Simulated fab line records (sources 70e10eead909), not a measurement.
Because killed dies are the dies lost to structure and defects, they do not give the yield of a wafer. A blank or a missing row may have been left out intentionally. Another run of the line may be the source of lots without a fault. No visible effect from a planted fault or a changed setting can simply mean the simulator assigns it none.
Matching of chambers + flow nand-harc + NHARC_P_M2_CMP_23 on cmp-01 has 4 sister chambers
The step polishes, t overpolish 20 s, target thk 144.3 nm. 4 wafers are shown with their chamber, then 11 later ones without.

## WAFERS PAIRED WITH THEIR CHAMBERS
| wafer  | chamber | motor-current-A (A) |
|--------|---------|---------------------|
| L089.4 | 1       | 12.1                |
| L090.2 | 0       | 13.0                |
| L090.4 | 2       | 10.5                |
| L092.1 | 3       | 10.2                |

## WAFERS WHOSE CHAMBER IS MISSING
| wafer  | motor-current-A (A) |
|--------|---------------------|
| L092.3 | 13.6                |
| L092.6 | 11.1                |
| L093.4 | 11.7                |
| L093.5 | 10.9                |
| L093.6 | 10.3                |
| L095.1 | 10.3                |
| L095.3 | 11.3                |
| L095.4 | 11.5                |
| L097.3 | 10.5                |
| L097.4 | 11.7                |
| L097.5 | 13.8                |

## WHICH CHAMBER EACH ONE RAN IN
| wafer  | from the rows above               | in truth |
|--------|-----------------------------------|----------|
| L092.3 | can't be placed: 0 or 1           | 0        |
| L092.6 | can't be placed: 2 or 3 or 1      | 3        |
| L093.4 | can't be placed: 1 or 2 or 0      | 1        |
| L093.5 | can't be placed: 2 or 3 or 1      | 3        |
| L093.6 | can't be placed: 3 or 2           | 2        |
| L095.1 | can't be placed: 3 or 2           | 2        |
| L095.3 | can't be placed: 1 or 2 or 3 or 0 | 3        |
| L095.4 | can't be placed: 1 or 2 or 3 or 0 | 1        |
| L097.3 | can't be placed: 2 or 3           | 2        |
| L097.4 | can't be placed: 1 or 2 or 0      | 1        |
| L097.5 | can't be placed: 0 or 1           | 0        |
Correct placement for 0 of the 11. Can't be placed from these rows: 11 (the true chamber is among the candidates in 11). 0 placed wrongly.
How it was worked out, from the rows above alone: a wafer's distance from a chamber is the root of the sum, over the readings, of the square of ((its reading less the chamber's mean) divided by the reading's scatter). The wafer belongs to the nearest chamber; if the next one is less than 2 further off, it can't be placed. For every chamber, the mean is computed from those of its wafers that are shown. The scatter (one wafer shown for each chamber): square how far every hidden wafer sits from the nearest shown wafer, average those squares and take the square root.
